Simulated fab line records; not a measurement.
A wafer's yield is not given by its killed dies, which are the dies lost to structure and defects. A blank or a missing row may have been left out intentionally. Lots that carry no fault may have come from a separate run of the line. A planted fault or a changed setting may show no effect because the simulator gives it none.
Matching of chambers ; flow n5 finfet ; N5_BEOL_M13_DESCUM_15 on rie diel-02: 4 sister chambers
The step chemistry O2, time 7.9 s. 8 wafers are shown with their chamber, then 9 later ones without.

WAFERS PAIRED WITH THEIR CHAMBERS
wafer;chamber;drypump motor current A (A);showerhead plenum p Torr (Torr)
L076.4;1;5.67;2.03
L081.4;2;5.87;2.11
L084.1;3;5.36;1.99
L084.2;0;5.11;2.15
L084.6;1;5.64;2.02
L083.2;3;5.33;1.99
L083.4;2;5.84;2.11
L083.6;0;5.13;2.15

WAFERS WHOSE CHAMBER IS MISSING
wafer;drypump motor current A (A);showerhead plenum p Torr (Torr)
L085.1;5.34;1.99
L085.5;5.10;2.15
L085.6;5.67;2.02
L086.1;5.83;2.11
L086.2;5.34;1.99
L086.4;5.68;2.02
L092.2;5.11;2.15
L092.4;5.63;2.01
L092.6;5.84;2.11

WHICH CHAMBER EACH ONE RAN IN
wafer;from the rows above;in truth
L085.1;3;3
L085.5;0;0
L085.6;1;1
L086.1;2;2
L086.2;3;3
L086.4;1;1
L092.2;0;0
L092.4;1;1
L092.6;2;2
Placed correctly: 9 of 9. Left unplaced by these rows: 0. Number placed wrongly: 0.
How it was worked out, from the rows above alone: a wafer's distance from a chamber is the root of the sum, over the readings, of the square of ((its reading less the chamber's mean) divided by the reading's scatter). The wafer belongs to the nearest chamber; if the next one is less than 2 further off, it can't be placed. For every chamber, the mean is computed from those of its wafers that are shown. The scatter: the root of (the sum of the squares of (reading less its chamber's mean) over the shown wafers, divided by (wafers less chambers)).
